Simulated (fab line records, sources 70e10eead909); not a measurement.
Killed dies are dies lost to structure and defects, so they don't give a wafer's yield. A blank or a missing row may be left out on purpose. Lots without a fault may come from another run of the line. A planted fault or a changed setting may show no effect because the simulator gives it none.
One fault seen from 3 desks | flow nand_harc | each desk has only its own numbers; what lay behind them comes last

THE DEFECT DESK
What the inspections along the route counted, lot by lot: means of the sampled wafers that have a number. A lot is out of limits, marked OUT, if its mean lies more than 4 standard deviations from the usual mean; the brackets give that distance.
Columns: A = raw_defect_count at NHARC_A_CHANNEL_HOLE_D1_INSPECT_40, usual 72
lot  | first seen here | A
L662 | day 9 00:11     | 54
L663 | day 9 01:20     | 87
L664 | day 9 17:40     | 100
L665 | day 10 01:56    | 111
L666 | day 10 11:26    | 51
L667 | day 11 05:22    | 66
L669 | day 11 18:43    | 121
L671 | day 12 10:32    | 101
L670 | day 12 12:36    | 48
L672 | day 13 00:04    | 54
L674 | day 14 00:23    | 40
L681 | day 16 15:56    | 52
L684 | day 18 02:16    | 42
This desk's finding: nothing out of limits on any of the 13 lots.

THE METROLOGY DESK
What the gauges read, lot by lot, whatever tool the lot ran on: means of the sampled wafers that have a number. A lot is out of limits, marked OUT, if its mean lies more than 4 standard deviations from the usual mean; the brackets give that distance.
Columns: A = cd_nm at NHARC_A_CHANNEL_HOLE_D1_CD_MEAS_30, usual 90.3 nm
lot  | first seen here | A
L662 | day 9 00:01     | 89.1
L663 | day 9 01:09     | 92.7
L664 | day 9 17:28     | 89.7
L665 | day 10 01:46    | 90.8
L666 | day 10 11:14    | 89.6
L667 | day 11 05:10    | 90.4
L669 | day 11 18:32    | 90.9
L671 | day 12 10:21    | 91.0
L670 | day 12 12:25    | 91.8
L672 | day 12 23:53    | 90.5
L674 | day 14 00:11    | 89.7
L681 | day 16 15:45    | 89.4
L684 | day 18 02:05    | 91.7
This desk's finding: nothing out of limits on any of the 13 lots.

THE TOOL OWNER'S DESK: ald_hk-02
The tool's own readings at NHARC_A_CHANNEL_FILL_D1_ALD_14 (deposits SiO2, target thk 2.5 nm, pulse time 10 s, ald cycles 25): means of the sampled wafers that have a number, for each lot that ran on this tool. A lot is out of limits, marked OUT, if its mean lies more than 4 standard deviations from the usual mean; the brackets give that distance.
Columns: A = heater_power_w at NHARC_A_CHANNEL_FILL_D1_ALD_14, usual 471 W; B = precursor_pulse_height_rel at NHARC_A_CHANNEL_FILL_D1_ALD_14, usual 1.001; C = susceptor_temp_C at NHARC_A_CHANNEL_FILL_D1_ALD_14, usual 300.00 C
lot  | first seen here | A   | B     | C
L663 | day 9 07:26     | 423 | 1.003 | 299.97
L666 | day 10 18:39    | 455 | 1.006 | 299.89
L670 | day 12 21:07    | 452 | 1.022 | 300.02
L672 | day 13 07:20    | 454 | 0.993 | 299.94
L681 | day 16 23:08    | 520 | 0.991 | 299.94
This desk's finding: nothing out of limits on any of the 5 lots.

PUT TOGETHER
The defect desk saw nothing out of limits.
The metrology desk saw nothing out of limits.
The tool owner's desk saw nothing out of limits.

WHAT THE SIMULATOR HAD PUT IN
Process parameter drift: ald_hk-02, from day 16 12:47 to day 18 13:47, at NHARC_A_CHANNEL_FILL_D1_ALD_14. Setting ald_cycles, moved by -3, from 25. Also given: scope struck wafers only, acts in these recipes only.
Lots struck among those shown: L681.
